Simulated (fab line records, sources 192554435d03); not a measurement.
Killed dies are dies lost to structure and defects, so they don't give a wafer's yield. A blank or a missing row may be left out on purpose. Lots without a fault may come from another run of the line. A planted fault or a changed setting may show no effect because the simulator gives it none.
Chamber matching | flow n5_finfet | N5_BEOL_M9_VIA_ETCH_34 on rie_diel-05: 4 sister chambers
The step etches SiCOH lowk in C4F6/O2, target depth 182.4 nm, time 68.4 s. 14 wafers are shown with their chamber, then 7 later ones without.

WAFERS WITH THEIR CHAMBER
wafer  | chamber | showerhead_plenum_p_Torr (Torr) | rf_vpp_V (V) | drypump_motor_current_A (A)
L075.3 | 2       | 2.95                            | 664          | 6.7
L075.5 | 2       | 2.95                            | 664          | 6.8
L075.6 | 3       | 2.93                            | 679          | 5.8
L078.1 | 1       | 2.98                            | 661          | 6.1
L078.3 | 0       | 2.64                            | 636          | 5.6
L078.6 | 1       | 2.98                            | 662          | 6.1
L083.4 | 2       | 2.94                            | 664          | 6.7
L083.5 | 1       | 2.97                            | 662          | 6.1
L083.6 | 0       | 2.64                            | 636          | 5.6
L086.1 | 1       | 2.97                            | 662          | 6.1
L086.2 | 0       | 2.64                            | 636          | 5.6
L086.4 | 2       | 2.94                            | 663          | 6.7
L091.1 | 2       | 2.94                            | 662          | 6.8
L091.3 | 0       | 2.63                            | 637          | 5.6

SIGNATURES (means of the wafers above)
reading                  | chamber 0 | chamber 1 | chamber 2 | chamber 3 | scatter within a chamber
showerhead_plenum_p_Torr | 2.6375    | 2.9750    | 2.9440    | 2.9300    | 0.00543
rf_vpp_V                 | 636.25    | 661.75    | 663.40    | 679.00    | 0.686
drypump_motor_current_A  | 5.600     | 6.100     | 6.740     | 5.800     | 0.0346
Rule: a wafer's distance from a chamber is the root of the sum, over the readings, of the square of ((its reading less the chamber's mean) divided by the reading's scatter). The wafer belongs to the nearest chamber; if the next one is less than 2 further off, it can't be placed. The scatter: the root of (the sum of the squares of (reading less its chamber's mean) over the shown wafers, divided by (wafers less chambers)).

WAFERS WITHOUT THEIR CHAMBER
wafer  | showerhead_plenum_p_Torr (Torr) | rf_vpp_V (V) | drypump_motor_current_A (A)
L091.4 | 2.92                            | 681          | 5.8
L095.1 | 2.96                            | 661          | 6.1
L095.2 | 2.93                            | 663          | 6.8
L095.4 | 2.93                            | 664          | 6.7
L097.2 | 2.91                            | 680          | 5.7
L097.3 | 2.63                            | 638          | 5.6
L097.6 | 2.63                            | 634          | 5.6

WHICH CHAMBER EACH WENT THROUGH
wafer  | from the rows above | in truth
L091.4 | 3                   | 3
L095.1 | 1                   | 1
L095.2 | 2                   | 2
L095.4 | 2                   | 2
L097.2 | 3                   | 3
L097.3 | 0                   | 0
L097.6 | 0                   | 0
Placed correctly: 7 of 7. Can't be placed from these rows: 0. Placed wrongly: 0.
